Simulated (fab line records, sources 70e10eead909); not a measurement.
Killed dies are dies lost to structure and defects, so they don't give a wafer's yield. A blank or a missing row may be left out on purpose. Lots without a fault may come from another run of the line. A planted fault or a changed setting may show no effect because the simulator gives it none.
fab line records | flow nand_harc
record lots=24 wafers=72 last_day=25
route steps=1159 shown A_STAIRCASE@699 A_SGD_CUT@765 A_WL_FILL@822
lots that met no fault: from a run of the same line without faults
start_h: hours from the record's first day to the start of the lot's first wafer shown | wait_h: hours since the lot's step before | " the same as in the row above | L1.1+2: a row that stands for several wafers | - no value, or no start given | * or withheld: withheld | < > ~ a bound
route shown NAME@n: a module of which the file shows steps, and the number in the route of the first | usual: mean/standard deviation of fault-free wafers | same: alike in all rows | chamber/n: place in a boat | sites: the reading at each site | _std_site: their standard deviation | _edge_site: outer sites' mean less inner sites' | radius_mm: how far each site lies from the wafer's centre | mask NAME#n: copy n | behind: the tool/chamber that last shaped the wafer | hold: why the lot was held/for how many hours/how that ended | device: the transistor (n, p or np) that didn't switch | end of line: the same wafers' tests at the end of the route | a step without rows: its recipe alone | killed: dies lost to structure and defects at the first sort, not the wafer's yield | map: a wafer's dies, x killed, . not, _ none there
set.NAME: the setting as run; set.NAME@STEP: as run at that earlier step | model.NAME: the simulator's own value behind a step, which no gauge read
steps of the route over a sample of lots; a table a step, a row a wafer
services: from which hour (start_h, from the record's first day; less than 0 if before it) a tool's chamber was out of use, for how many hours, and why
## steps
# step NHARC_A_STAIRCASE_ETCHBACK_416
# recipe target_depth_a=360 time_s=7.2 c4f8_flow_sccm=withheld o2_flow_sccm=8 ar_flow_sccm=withheld rf_w=600 bias_w=800 chemistry=C4F8/O2/Ar
# usual bias_w=799.6/2.2 oes_product_au=0.928/0.018 rf_vpp_V=722/4.6
# columns lot.wafer tool chamber start_h wait_h bias_w oes_product_au rf_hours_counter_h rf_vpp_V
L074.2 rie_diel-03 2 - - 801.9 0.919 13 717
L074.1 " 3 " " 802.0 0.917 13 727
L074.6 " 1 " " 801.3 0.921 - 720
L075.4 rie_diel-04 0 - - 798.6 0.923 54 725
L075.2 " 1 " " 800.5 0.928 55 722
L075.5 " 0 " " 798.7 0.912 - 724
L076.3 rie_diel-04 1 - - 800.0 0.915 55 724
L076.1 " 0 " " 802.0 0.916 54 727
L076.6 " 1 " " 794.4 0.924 - 724
L077.2 rie_diel-04 2 - - 801.3 0.925 57 724
L077.4 " 3 " " 801.6 0.929 58 716
L077.6 " 2 " " 798.5 0.926 - 726
L078.1 rie_diel-03 1 - - 799.7 0.924 21 720
L078.4 " 2 " " 797.8 0.928 20 716
L078.2 " 0 " " 797.1 0.942 21 719
L079.1 rie_diel-03 3 - - 801.4 0.988 22 726
L079.3 " 1 " " 798.9 0.991 22 721
L079.6 " 2 " " 797.1 1.000 - 717
L081.4 rie_diel-03 3 - - 799.4 0.905 30 727
L081.2 " 0 " " 799.5 0.926 32 718
L081.5 " 3 " " 803.1 0.916 - 727
L080.1 rie_diel-13 0 - - 794.2 0.916 15 723
L080.6 " 2 " " 800.9 0.912 - 730
L080.5 " 3 " " 801.6 0.962 - 716
L084.1 rie_diel-03 1 - - 796.6 0.926 35 720
L084.2 " 2 " " 798.5 0.910 32 716
L084.6 " 0 " " 796.0 0.923 - 719
L083.4 rie_diel-13 1 - - 797.2 0.925 15 718
L083.2 " 2 " " 802.6 0.913 15 731
L083.3 " 3 " " 801.3 0.953 15 717
L082.4 rie_diel-13 0 - - 797.8 0.912 15 723
L082.1 " 1 " " 799.1 0.921 15 718
L082.3 " 2 " " 800.8 0.922 15 729
L085.1 rie_diel-03 3 - - 801.0 0.933 33 728
L085.6 " 0 " " 797.5 0.928 - 719
L085.5 " 1 " " 802.6 0.937 - 720
L086.4 rie_diel-03 1 - - 796.3 0.922 48 719
L086.2 " 2 " " 797.6 0.939 43 715
L086.1 " 3 " " 796.3 0.922 44 726
L088.4 rie_diel-03 2 - - 797.6 0.927 43 716
L088.1 " 3 " " 796.2 0.925 44 726
L088.3 " 0 " " 798.5 0.926 49 719
L087.2 rie_diel-03 2 - - 797.9 0.923 43 716
L087.3 " 3 " " 796.0 0.917 44 726
L087.4 " 1 " " 796.2 0.914 49 720
L089.4 rie_diel-03 2 - - 799.8 0.929 44 716
L089.2 " 0 " " 798.6 0.923 50 720
L089.6 " 2 " " 798.8 0.926 - 717
L091.1 rie_diel-13 1 - - 799.8 0.933 25 719
L091.3 " 3 " " 800.6 0.940 31 717
L091.5 " 1 " " 801.3 0.931 - 719
L090.4 rie_diel-04 1 - - 801.6 0.930 30 723
L090.1 " 2 " " 800.0 0.916 28 724
L090.2 " 0 " " 799.6 0.917 26 725
L092.2 rie_diel-13 3 - - 799.5 0.947 35 717
L092.4 " 1 " " 800.3 0.926 28 717
L092.5 " 0 " " 800.0 0.903 - 723
L093.2 rie_diel-13 0 - - 800.8 0.920 38 723
L093.3 " 2 " " 805.5 0.910 40 729
L093.5 " 0 " " 796.9 0.911 - 723
L094.3 rie_diel-04 2 - - 795.3 0.915 36 722
L094.1 " 0 " " 800.1 0.924 33 725
L094.5 " 1 " " 799.9 0.928 - 722
L096.1 rie_diel-13 3 - - 798.2 0.946 42 715
L096.5 " 2 " " 802.5 0.918 - 730
L096.6 " 3 " " 800.2 0.949 - 712
L095.4 rie_diel-13 1 - - 803.2 0.939 36 718
L095.1 " 2 " " 801.8 0.919 41 730
L095.6 " 1 " " 800.5 0.930 - 718
L097.4 rie_diel-03 3 - - 802.6 0.922 3 727
L097.2 " 0 " " 804.1 0.923 4 719
L097.5 " 3 " " 800.9 0.924 - 726
# step NHARC_A_STAIRCASE_STRIP_476
# recipe time_s=20 o2_flow_sccm=500 ar_flow_sccm=0 bias_w=0 chemistry=O2
# usual drypump_motor_current_A=5.9/0.48 oes_product_au=0.998/0.012 rf_vpp_V=57.7/1 showerhead_plenum_p_Torr=3.47/0.14 throttle_valve_pct=17.036/0.0088
# same bias_w=0
# columns lot.wafer tool chamber start_h wait_h drypump_motor_current_A oes_product_au rf_hours_counter_h rf_vpp_V showerhead_plenum_p_Torr throttle_valve_pct
L074.2 rie_diel-03 3 261.77 0.1 6.1 0.992 13 58.3 3.66 17.041
L074.1 " 0 " " 6.1 1.019 13 57.5 3.42 17.043
L074.6 " 2 " " 5.9 0.996 - 57.8 3.30 17.024
L075.4 rie_diel-04 1 272.40 0.1 4.7 1.001 55 57.3 3.53 17.030
L075.2 " 2 " " 5.6 1.000 54 57.2 3.59 17.027
L075.5 " 1 " " 4.7 1.000 - 57.2 3.53 17.036
L076.1 rie_diel-04 2 273.41 0.2 5.6 0.999 54 58.8 3.59 17.050
L076.3 " 3 " " 5.6 1.009 53 57.9 3.33 17.044
L076.6 " 1 " " 4.7 0.989 - 58.1 3.53 17.028
L077.4 rie_diel-04 2 280.56 0.1 5.6 0.995 57 57.7 3.59 17.044
L077.2 " 3 " " 5.6 0.998 58 57.4 3.33 17.036
L077.6 " 2 " " 5.6 0.993 - 57.5 3.59 17.026
L078.1 rie_diel-03 1 284.40 0.1 6.4 0.994 21 56.7 3.43 17.022
L078.4 " 2 " " 5.9 0.998 20 56.5 3.30 17.031
L078.2 " 3 " " 6.2 0.992 20 56.7 3.66 17.026
L079.3 rie_diel-03 2 290.00 0.1 5.9 0.994 21 55.9 3.30 17.038
L079.1 " 1 " " 6.4 0.997 22 55.6 3.43 17.033
L079.6 " 2 " " 5.9 0.996 - 57.8 3.30 17.033
L081.4 rie_diel-03 3 303.55 0.2 6.2 0.981 30 58.4 3.65 17.024
L081.2 " 0 " " 6.1 1.011 32 56.8 3.41 17.024
L081.5 " 0 " " 6.1 1.017 - 57.0 3.41 17.034
L080.1 rie_diel-13 0 323.25 0.1 5.9 0.983 15 57.0 3.51 17.033
L080.6 " 1 " " 5.8 0.986 - 58.3 3.37 17.035
L080.5 " 2 " " 5.2 0.978 - 58.2 3.77 17.024
L084.2 rie_diel-03 1 326.02 0.1 6.4 1.000 35 57.0 3.42 17.023
L084.1 " 0 " " 6.1 1.012 37 56.6 3.40 17.039
L084.6 " 2 " " 5.9 0.995 - 56.3 3.29 17.048
L083.2 rie_diel-13 1 326.12 0.1 5.8 0.992 15 57.0 3.37 17.041
L083.4 " 2 " " 5.2 0.992 15 57.5 3.77 17.028
L083.3 " 0 " " 5.9 0.985 15 58.4 3.51 17.042
L082.1 rie_diel-13 3 327.51 0.1 6.0 1.032 15 59.2 3.29 17.046
L082.3 " 0 " " 5.9 0.986 15 57.3 3.51 17.029
L082.4 " 1 " " 5.8 1.006 15 57.5 3.37 17.034
L085.1 rie_diel-03 2 327.66 0.1 5.9 0.996 32 57.5 3.29 17.027
L085.5 " 1 " " 6.4 1.001 - 57.4 3.42 17.044
L085.6 " 2 " " 5.9 0.988 - 57.7 3.29 17.045
L086.1 rie_diel-03 2 363.79 0.1 5.9 0.996 43 57.7 3.29 17.040
L086.4 " 3 " " 6.2 0.997 44 56.1 3.65 17.036
L086.2 " 0 " " 6.1 1.001 49 57.4 3.40 17.031
L088.3 rie_diel-03 2 364.78 0.1 5.9 1.003 43 58.5 3.29 17.024
L088.4 " 3 " " 6.2 1.007 44 60.1 3.65 17.049
L088.1 " 1 " " 6.4 0.998 49 57.4 3.41 17.036
L087.4 rie_diel-03 3 365.27 0.1 6.2 1.001 44 59.1 3.65 17.022
L087.2 " 1 " " 6.4 1.005 49 58.6 3.41 17.046
L087.3 " 2 " " 5.9 0.997 43 56.2 3.29 17.038
L089.2 rie_diel-03 1 368.36 0.1 6.4 0.990 49 58.7 3.41 17.047
L089.4 " 3 " " 6.2 1.003 45 57.9 3.65 17.027
L089.6 " 1 " " 6.4 0.996 - 57.9 3.41 17.030
L091.3 rie_diel-13 0 370.62 0.1 5.9 0.970 29 56.3 3.50 17.036
L091.1 " 2 " " 5.2 0.992 31 59.1 3.76 17.039
L091.5 " 0 " " 5.9 0.970 - 57.3 3.50 17.038
L090.2 rie_diel-04 0 375.38 0.1 6.7 0.990 26 58.0 3.57 17.022
L090.1 " 2 " " 5.6 0.998 28 58.9 3.57 17.033
L090.4 " 3 " " 5.6 0.998 26 55.4 3.31 17.035
L092.2 rie_diel-13 1 378.61 0.1 5.8 1.003 28 58.8 3.36 17.052
L092.4 " 2 " " 5.2 0.978 34 58.3 3.76 17.034
L092.5 " 2 " " 5.2 0.979 - 59.3 3.76 17.032
L093.3 rie_diel-13 2 399.18 0.3 5.2 0.990 40 59.5 3.75 17.023
L093.2 " 3 " " 6.1 1.021 41 55.1 3.28 17.037
L093.5 " 1 " " 5.8 1.004 - 58.3 3.36 17.024
L096.1 rie_diel-13 1 400.44 0.2 5.8 1.005 35 57.1 3.35 17.035
L096.6 " 3 " " 6.1 1.026 - 58.6 3.28 17.035
L096.5 " 0 " " 6.0 0.978 - 58.5 3.49 17.039
L094.1 rie_diel-04 1 400.47 0.5 4.6 0.997 37 59.4 3.51 17.043
L094.3 " 2 " " 5.6 0.980 36 59.8 3.56 17.037
L094.5 " 1 " " 4.7 0.995 - 57.4 3.51 17.029
L095.4 rie_diel-13 0 404.94 2.9 5.9 0.988 42 56.7 3.49 17.033
L095.1 " 1 " " 5.8 1.007 39 57.0 3.35 17.040
L095.6 " 0 " " 5.9 0.988 - 59.4 3.49 17.040
L097.4 rie_diel-03 0 408.93 0.1 6.1 1.001 4 59.7 3.39 17.044
L097.2 " 3 " " 6.2 1.001 3 58.1 3.64 17.039
L097.5 " 1 " " 6.4 0.987 - 56.5 3.41 17.040
# step NHARC_A_STAIRCASE_ALD_420
# recipe target_thk_a=200 pulse_time_s=6 ald_cycles=200 temp_c=300 material=SiO2
# usual heater_power_w=484/37 precursor_pulse_height_rel=1.001/0.018 susceptor_temp_C=300.01/0.17
# columns lot.wafer tool chamber start_h wait_h heater_power_w precursor_pulse_height_rel susceptor_temp_C
L074.2 ald_hk-02 3 265.64 - 408 0.990 299.88
L074.1 " 2 " " 484 1.008 300.25
L074.6 " 0 " " 519 0.972 300.13
L075.2 ald_hk-01 1 276.43 - 496 0.989 299.91
L075.4 " 2 " " 436 1.000 299.96
L075.5 " 0 " " 488 1.033 299.97
L076.3 ald_hk-03 2 277.09 - 503 1.001 300.45
L076.1 " 1 " " 489 0.976 299.66
L076.6 " 3 " " 485 1.014 299.82
L077.2 ald_hk-03 1 284.61 - 493 1.018 299.83
L077.4 " 2 " " 500 0.989 300.23
L077.6 " 1 " " 492 0.984 300.08
L078.2 ald_hk-03 1 288.27 - 493 0.977 300.00
L078.4 " 2 " " 497 1.012 299.87
L078.1 " 0 " " 470 1.029 299.72
L079.3 ald_hk-02 1 294.02 - 440 0.988 300.16
L079.1 " 2 " " 506 0.976 299.91
L079.6 " 1 " " 441 1.009 299.92
L081.2 ald_hk-02 0 307.44 - 541 1.010 299.99
L081.4 " 3 " " 427 1.008 300.10
L081.5 " 0 " " 541 1.011 300.12
L080.1 ald_hk-02 1 329.65 - 445 0.996 299.88
L080.6 " 3 " " 438 1.003 300.02
L080.5 " 0 " " 523 0.992 300.03
L084.2 ald_hk-02 0 330.29 - 535 0.981 299.81
L084.1 " 1 " " 449 1.057 300.10
L084.6 " 1 " " 455 1.033 300.07
L083.4 ald_hk-02 0 331.23 - 541 0.996 300.24
L083.2 " 1 " " 450 1.047 300.00
L083.3 " 3 " " 428 1.001 299.89
L085.1 ald_hk-02 3 332.18 - 437 0.985 300.18
L085.5 " 3 " " 439 0.979 300.09
L085.6 " 0 " " 549 1.021 299.91
L082.3 ald_hk-03 0 332.47 - 446 1.008 299.91
L082.4 " 1 " " 492 0.965 300.04
L082.1 " 3 " " 472 0.999 299.86
L086.1 ald_hk-02 3 369.41 - 442 0.964 299.97
L086.4 " 0 " " 528 0.989 299.75
L086.2 " 1 " " 446 0.996 300.11
L087.4 ald_hk-02 1 370.35 - 446 1.007 300.04
L087.2 " 2 " " 512 1.018 300.44
L087.3 " 0 " " 531 1.023 300.17
L088.1 ald_hk-03 2 370.48 - 504 0.987 300.07
L088.3 " 3 " " 470 1.023 299.95
L088.4 " 0 " " 439 0.984 299.90
L091.3 ald_hk-02 2 372.22 - 503 1.019 299.85
L091.1 " 3 " " 443 0.992 300.34
L091.5 " 3 " " 423 0.985 300.10
L089.2 ald_hk-03 0 372.37 - 434 1.010 299.98
L089.4 " 2 " " 513 0.994 299.80
L089.6 " 0 " " 457 0.995 299.93
L090.1 ald_hk-01 3 379.41 - 543 1.008 299.97
L090.2 " 0 " " 474 1.007 299.87
L090.4 " 1 " " 506 0.955 300.03
L092.2 ald_hk-03 3 386.56 - 482 0.995 300.02
L092.4 " 1 " " 492 0.986 299.80
L092.5 " 3 " " 488 1.008 299.83
L093.3 ald_hk-01 3 403.06 - 539 1.013 299.99
L093.2 " 0 " " 485 1.013 299.85
L093.5 " 0 " " 479 1.004 299.66
L094.1 ald_hk-03 1 403.06 - 495 1.000 299.84
L094.3 " 2 " " 515 0.999 300.12
L094.5 " 1 " " 499 1.020 300.10
L096.1 ald_hk-02 2 403.21 - 496 1.017 300.01
L096.5 " 1 " " 447 0.997 299.75
L096.6 " 2 " " 490 0.999 300.22
L095.1 ald_hk-02 3 408.83 - 443 0.985 -
L095.4 " 2 " " 506 0.989 -
L095.6 " 3 " " 424 1.013 -
L097.2 ald_hk-03 0 412.96 - 448 0.986 300.03
L097.4 " 2 " " 534 1.005 299.99
L097.5 " 0 " " 437 1.013 300.10
# step NHARC_A_SGD_CUT_ETCH_16
# recipe target_depth_a=3105 time_s=155.2 c4f8_flow_sccm=withheld o2_flow_sccm=8 ar_flow_sccm=withheld rf_w=600 bias_w=800 chemistry=C4F8/O2/Ar
# usual bias_w=799.9/2.2 oes_product_au=0.974/0.016 rf_vpp_V=723/3.8
# columns lot.wafer tool chamber start_h wait_h bias_w oes_product_au rf_hours_counter_h rf_vpp_V
L074.1 rie_diel-02 2 - - 800.1 0.979 14 729
L074.2 " 3 " " 799.8 0.995 13 724
L074.6 " 2 " " 802.0 0.968 - 729
L076.1 rie_diel-12 0 - - 798.7 0.979 8 723
L076.3 " 2 " " 797.1 0.958 9 719
L076.6 " 0 " " 799.4 0.979 - 724
L075.2 rie_diel-02 2 - - 800.0 0.970 17 731
L075.4 " 1 " " 800.5 0.970 17 721
L075.5 " 3 " " 803.4 0.977 - 724
L077.4 rie_diel-12 2 - - 799.2 0.982 10 720
L077.2 " 0 " " 795.0 0.972 10 725
L077.6 " 1 " " 800.0 0.974 - 723
L079.1 rie_diel-02 0 - - 799.9 0.989 0 728
L079.3 " 3 " " 802.4 0.999 0 724
L079.6 " 0 " " 799.1 0.982 - 729
L078.2 rie_diel-12 3 - - 796.9 0.969 10 716
L078.4 " 0 " " 803.7 0.973 10 723
L078.1 " 1 " " 802.5 0.988 7 723
L081.4 rie_diel-12 2 - - 797.5 0.972 11 721
L081.2 " 0 " " 802.0 0.989 11 724
L081.5 " 1 " " 795.5 1.002 - 723
L084.1 rie_diel-02 1 - - 799.8 0.956 3 722
L084.2 " 2 " " 803.7 0.947 3 728
L084.6 " 0 " " 802.8 0.956 - 729
L080.1 rie_diel-12 2 - - 800.9 0.983 12 720
L080.6 " 0 " " 797.9 0.994 - 724
L080.5 " 1 " " 800.4 1.011 - 722
L083.3 rie_diel-10 1 - - 803.0 0.955 1 724
L083.4 " 2 " " 797.1 0.948 1 720
L083.2 " 3 " " 801.4 0.961 1 725
L085.1 rie_diel-12 2 - - 799.5 0.964 12 719
L085.5 " 0 " " 798.5 0.997 - 723
L085.6 " 1 " " 802.6 0.982 - 722
L082.1 rie_diel-10 2 - - 797.4 0.964 1 722
L082.3 " 3 " " 801.7 0.967 1 726
L082.4 " 1 " " 796.6 0.959 - 724
L087.3 rie_diel-02 3 - - 800.6 0.997 6 724
L087.2 " 0 " " 799.0 0.984 6 729
L087.4 " 2 " " 795.2 0.979 6 728
L088.1 rie_diel-12 1 - - 799.4 0.965 1 724
L088.3 " 2 " " 799.2 0.959 1 720
L088.4 " 0 " " 800.1 0.973 1 725
L091.3 rie_diel-10 3 - - 798.3 0.973 5 725
L091.1 " 2 " " 801.0 0.977 5 722
L091.5 " 3 " " 797.3 0.971 - 725
L089.2 rie_diel-02 2 - - 798.7 0.966 6 729
L089.4 " 3 " " 801.0 0.994 6 724
L089.6 " 2 " " 798.7 0.971 - 731
L086.4 rie_diel-12 0 - - 796.7 0.976 1 723
L086.2 " 2 " " 801.8 0.959 1 720
L086.1 " 3 " " 797.7 0.962 1 717
L092.2 rie_diel-12 2 - - 803.1 0.935 2 719
L092.4 " 3 " " 795.8 0.951 3 716
L092.5 " 0 " " 804.4 0.976 - 723
L090.1 rie_diel-02 2 - - 799.5 0.979 8 730
L090.4 " 0 " " 801.3 0.979 9 730
L090.2 " 1 " " 798.9 0.973 8 720
L096.1 rie_diel-10 2 - - 801.9 0.970 10 720
L096.5 " 3 " " 800.9 0.991 - 725
L096.6 " 0 " " 797.5 0.969 - 718
L094.3 rie_diel-12 1 - - 802.7 0.964 4 722
L094.1 " 2 " " 801.9 0.949 4 721
L094.5 " 1 " " 798.5 0.974 - 722
L093.3 rie_diel-02 2 - - 797.8 0.990 10 729
L093.2 " 0 " " 798.5 0.983 11 729
L093.5 " 2 " " 798.5 0.984 - 731
L097.2 rie_diel-10 1 - - 799.8 0.956 11 724
L097.4 " 2 " " 800.0 0.967 11 722
L097.5 " 0 " " 801.0 0.968 - 717
L095.4 rie_diel-12 0 - - 800.1 0.985 5 724
L095.1 " 1 " " 797.9 0.989 4 723
L095.6 " 3 " " 801.8 0.959 - 717
# step NHARC_A_WL_FILL_ALD_10
# recipe target_thk_a=500 pulse_time_s=10 ald_cycles=500 temp_c=300 material=SiO2
# usual heater_power_w=472/36 precursor_pulse_height_rel=1.001/0.021 susceptor_temp_C=300.02/0.19
# columns lot.wafer tool chamber start_h wait_h heater_power_w precursor_pulse_height_rel susceptor_temp_C
L074.2 ald_hk-01 3 342.31 0.6 530 1.039 299.85
L074.1 " 0 " " 472 0.999 300.32
L074.6 " 2 343.87 2.1 442 1.006 300.04
L075.4 ald_hk-04 2 357.59 0.1 464 1.005 300.10
L075.2 " 1 359.15 1.6 444 0.981 300.24
L075.5 " 3 360.18 2.6 391 1.022 299.99
L076.3 ald_hk-03 0 357.61 0.0 450 1.040 299.80
L076.1 " 1 358.65 1.1 480 1.000 300.03
L076.6 " 1 362.82 5.3 491 1.006 300.11
L077.2 ald_hk-01 1 370.73 1.5 513 0.985 299.91
L077.4 " 2 " " 438 0.985 300.09
L077.6 " 1 372.77 3.6 494 0.996 299.92
L078.2 ald_hk-03 0 380.07 0.1 439 1.026 300.05
L078.4 " 1 381.10 1.1 493 0.984 299.98
L078.1 " 3 383.16 3.1 479 0.983 300.21
L081.2 ald_hk-04 2 380.68 0.7 452 1.019 299.86
L081.4 " 0 381.71 1.7 492 1.005 300.38
L081.5 " 1 " " 437 1.004 299.97
L079.1 ald_hk-04 0 383.94 0.6 475 0.983 299.93
L079.3 " 2 384.97 1.6 457 1.013 300.34
L079.6 " 3 " " 416 1.037 299.84
L082.1 ald_hk-03 2 409.16 0.1 513 1.022 300.39
L082.4 " 3 " " 497 1.003 300.16
L082.3 " 1 410.70 1.6 485 0.964 300.15
L084.2 ald_hk-04 0 410.21 1.1 487 0.993 299.85
L084.1 " 1 " " 446 0.999 299.80
L084.6 " 3 411.77 2.7 398 0.954 299.99
L080.1 ald_hk-03 0 418.28 0.6 435 1.005 300.07
L080.5 " 3 419.82 2.1 476 1.020 300.15
L080.6 " 0 " " 447 0.976 299.87
L083.3 ald_hk-01 0 421.11 3.4 495 1.017 299.84
L083.2 " 1 " " 510 1.016 299.87
L083.4 " 3 422.64 4.9 579 0.997 299.83
L085.1 ald_hk-03 2 422.41 4.7 525 1.012 299.89
L085.6 " 3 " " 477 1.027 300.05
L085.5 " 0 " " 448 0.973 300.04
L086.2 ald_hk-03 2 447.86 0.1 510 1.013 300.03
L086.1 " 0 449.91 2.1 436 0.932 299.84
L086.4 " 1 450.93 3.1 504 1.009 299.92
L091.1 ald_hk-04 2 447.87 0.1 462 1.015 299.92
L091.3 " 3 " " 410 0.999 299.99
L091.5 " 3 450.48 2.7 412 0.983 300.02
L087.3 ald_hk-01 1 448.15 0.3 512 1.000 300.02
L087.2 " 2 449.18 1.4 437 0.982 300.09
L087.4 " 3 450.21 2.4 557 0.995 300.05
L088.3 ald_hk-04 0 451.00 3.2 491 0.992 299.80
L088.1 " 1 " " 452 1.006 299.86
L088.4 " 3 452.56 4.7 397 1.013 300.05
L089.2 ald_hk-03 2 453.99 0.8 503 0.942 300.07
L089.4 " 1 457.06 3.9 498 1.001 300.15
L089.6 " 3 459.11 5.9 474 1.002 300.12
L090.4 ald_hk-03 2 461.64 0.0 515 1.036 299.93
L090.2 " 3 " " 488 1.002 300.16
L090.1 " 1 463.22 1.6 487 0.974 300.28
L092.4 ald_hk-04 3 462.14 0.6 415 0.994 299.63
L092.2 " 0 " " 478 0.957 300.05
L092.5 " 3 464.20 2.6 416 1.003 299.67
L096.1 ald_hk-03 0 480.24 0.1 440 1.042 299.82
L096.6 " 0 482.29 2.1 456 0.996 299.95
L096.5 " 1 " " 492 0.999 300.16
L094.3 ald_hk-04 3 480.26 0.1 413 0.995 300.02
L094.1 " 0 " " 470 0.994 299.65
L094.5 " 3 482.30 2.1 412 0.996 299.85
L093.2 ald_hk-03 1 483.83 0.7 491 0.991 299.82
L093.3 " 2 " " 514 1.019 300.00
L093.5 " 0 485.36 2.3 449 0.970 300.11
L097.2 ald_hk-03 2 495.34 0.6 516 0.998 300.12
L097.4 " 0 496.39 1.6 452 0.988 299.77
L097.5 " 2 497.44 2.7 525 1.019 300.21
L095.4 ald_hk-04 2 496.91 2.1 468 0.967 300.26
L095.1 " 3 " " 407 1.038 299.92
L095.6 " 2 498.99 4.2 465 1.003 300.30
# step NHARC_A_WL_FILL_ETCHBACK_26
# recipe target_depth_a=520 time_s=13.3 hbr_flow_sccm=150 rf_w=350 icp_w=350 bias_w=60 chemistry=HBr
# usual bias_w=60.01/0.19 drypump_motor_current_A=5.7/0.38 oes_product_au=1.001/0.0094 throttle_valve_pct=23.265/0.0087
# columns lot.wafer tool chamber start_h wait_h bias_w drypump_motor_current_A oes_product_au rf_hours_counter_h throttle_valve_pct
L074.1 rie_si-06 3 351.64 0.4 60.05 6.1 1.011 1.2 23.266
L074.2 " 0 " " 59.92 5.6 0.993 1.0 23.276
L074.6 " 2 " " 60.15 6.1 1.002 - 23.261
L075.2 rie_si-05 2 367.63 0.4 60.22 6.0 0.996 0.8 23.281
L075.4 " 3 " " 60.00 5.3 0.999 0.8 23.277
L075.5 " 3 " " 60.12 5.3 0.999 - 23.258
L076.1 rie_si-06 1 370.63 0.4 59.98 5.5 0.997 0 23.266
L076.3 " 3 " " 60.22 6.1 1.000 0 23.276
L076.6 " 2 " " 59.83 6.1 1.026 - 23.256
L077.2 rie_si-05 0 380.25 0.4 60.23 4.9 0.999 0.8 23.270
L077.4 " 2 " " 59.71 6.0 0.978 0.9 23.278
L077.6 " 0 " " 60.18 4.9 1.003 - 23.265
L081.2 rie_si-06 2 390.18 0.4 59.59 6.1 1.024 0.2 23.270
L081.4 " 1 " " 60.07 5.5 1.003 0.1 23.276
L081.5 " 2 " " 60.00 6.1 1.021 - 23.281
L078.4 rie_si-05 3 393.36 0.4 59.79 5.3 0.998 0.9 23.274
L078.2 " 1 " " 60.09 5.8 0.984 1.1 23.260
L078.1 " 2 " " 60.10 6.0 0.986 1.0 23.263
L079.1 rie_si-06 1 393.39 0.4 59.90 5.4 1.003 0.1 23.260
L079.3 " 2 " " 59.98 6.1 1.005 0.2 23.268
L079.6 " 0 " " 60.02 5.5 1.016 - 23.268
L084.2 rie_si-06 2 420.52 0.4 60.25 6.1 1.012 0.4 23.240
L084.1 " 1 " " 59.97 5.5 1.007 0.4 23.261
L084.6 " 3 " " 60.27 6.0 0.998 - 23.264
L082.3 rie_si-02 1 420.52 0.4 60.44 5.3 0.989 0.2 23.270
L082.1 " 2 " " 60.13 6.1 0.989 0.2 23.256
L082.4 " 3 " " 59.93 5.7 0.989 0.2 23.273
L080.1 rie_si-06 0 428.15 0.4 60.08 5.6 1.009 0.4 23.251
L080.5 " 2 " " 59.85 6.1 1.009 - 23.267
L080.6 " 3 " " 59.84 6.0 1.004 - 23.271
L083.4 rie_si-05 0 433.42 0.4 60.02 4.9 0.997 0.1 23.261
L083.3 " 1 " " 59.97 5.8 1.021 0.1 23.269
L083.2 " 2 " " 59.93 6.0 0.997 0.1 23.280
L085.1 rie_si-06 0 433.44 0.4 60.04 5.6 0.998 0.4 23.267
L085.5 " 2 " " 60.04 6.1 1.011 - 23.251
L085.6 " 3 " " 59.87 6.1 1.003 - 23.271
L091.3 rie_si-02 3 458.26 0.4 60.34 5.7 0.986 0.6 23.278
L091.1 " 0 " " 59.92 5.9 0.999 0.5 23.269
L091.5 " 3 " " 60.30 5.7 1.001 - 23.264
L086.4 rie_si-05 0 460.93 0.4 59.87 4.9 0.986 0.3 23.263
L086.1 " 1 " " 60.02 5.8 1.007 0.3 23.264
L086.2 " 2 " " 59.78 6.0 0.989 0.2 23.274
L087.2 rie_si-02 2 460.94 0.4 60.12 6.2 1.003 0.5 23.276
L087.4 " 3 " " 59.88 5.7 1.001 0.6 23.277
L087.3 " 0 " " 60.33 5.9 0.996 0.5 23.265
L088.3 rie_si-06 0 460.94 0.4 60.47 5.6 0.999 0.6 23.249
L088.4 " 1 " " 59.99 5.4 1.001 0.6 23.271
L088.1 " 2 " " 60.01 6.1 1.004 0.6 23.274
L089.4 rie_si-02 1 467.05 0.4 60.08 5.3 0.984 0.6 23.270
L089.2 " 3 " " 60.15 5.7 1.001 0.6 23.261
L089.6 " 0 " " 59.63 5.9 0.994 - 23.249
L092.4 rie_si-02 3 471.71 0.4 59.93 5.7 0.997 0.7 23.273
L092.2 " 1 " " 60.30 5.3 0.990 0.6 23.267
L092.5 " 3 " " 60.12 5.7 0.997 - 23.268
L090.1 rie_si-06 0 471.72 0.4 60.06 5.6 1.011 0.7 23.245
L090.2 " 1 " " 60.15 5.5 0.999 0.6 23.275
L090.4 " 2 " " 60.14 6.1 1.012 0.7 23.278
L094.3 rie_si-05 3 490.12 0.4 59.86 5.3 1.008 0.4 23.272
L094.1 " 0 " " 59.89 4.9 0.981 0.6 23.265
L094.5 " 2 " " 59.66 6.0 1.011 - 23.267
L096.1 rie_si-06 2 490.13 0.4 59.51 6.1 1.011 0.7 23.258
L096.6 " 0 " " 60.39 5.6 1.005 - 23.261
L096.5 " 1 " " 60.20 5.5 0.990 - 23.252
L093.2 rie_si-05 2 493.53 0.4 60.01 6.0 1.000 0.5 23.271
L093.3 " 3 " " 60.02 5.3 0.999 0.5 23.269
L093.5 " 2 " " 60.08 6.0 1.001 - 23.274
L095.1 rie_si-06 3 505.10 0.4 59.96 6.1 1.004 0.9 23.266
L095.4 " 0 " " 60.01 5.6 1.016 0.9 23.266
L095.6 " 0 " " 59.96 5.5 1.009 - 23.255
L097.2 rie_si-05 2 505.11 0.4 60.17 6.0 1.000 0.5 23.268
L097.4 " 0 " " 59.84 4.9 0.986 0.6 23.257
L097.5 " 2 " " 60.06 6.0 1.001 - 23.267
## services
# columns tool chamber start_h hours kind
rie_diel-12 0 259.94 7.4 repair
rie_diel-13 - 276.36 9.0 pm
ald_hk-02 - 280.00 10.0 pm
rie_diel-04 0 281.10 27.7 repair
rie_diel-12 1 282.08 6.6 repair
rie_diel-04 3 289.98 12.9 repair
rie_diel-04 - 290.56 9.0 pm
ald_hk-03 - 298.44 1.6 repair
rie_diel-12 1 313.79 10.2 repair
rie_si-06 - 360.00 9.0 pm
rie_diel-03 1 373.11 22.4 repair
rie_diel-12 - 379.41 9.0 pm
ald_hk-02 - 384.02 3.1 repair
rie_diel-03 - 392.36 9.0 pm
rie_diel-04 - 398.54 0.6 repair
rie_diel-04 - 410.76 0.4 repair
rie_diel-04 - 419.95 9.6 repair
rie_diel-04 0 440.68 14.4 repair
rie_diel-13 - 453.37 9.0 pm
ald_hk-02 - 458.90 10.0 pm
rie_si-06 3 459.67 1.2 repair
rie_diel-13 - 470.70 1.6 repair
ald_hk-03 - 499.21 0.5 repair
ald_hk-03 - 500.47 10.0 pm
## key
fault none
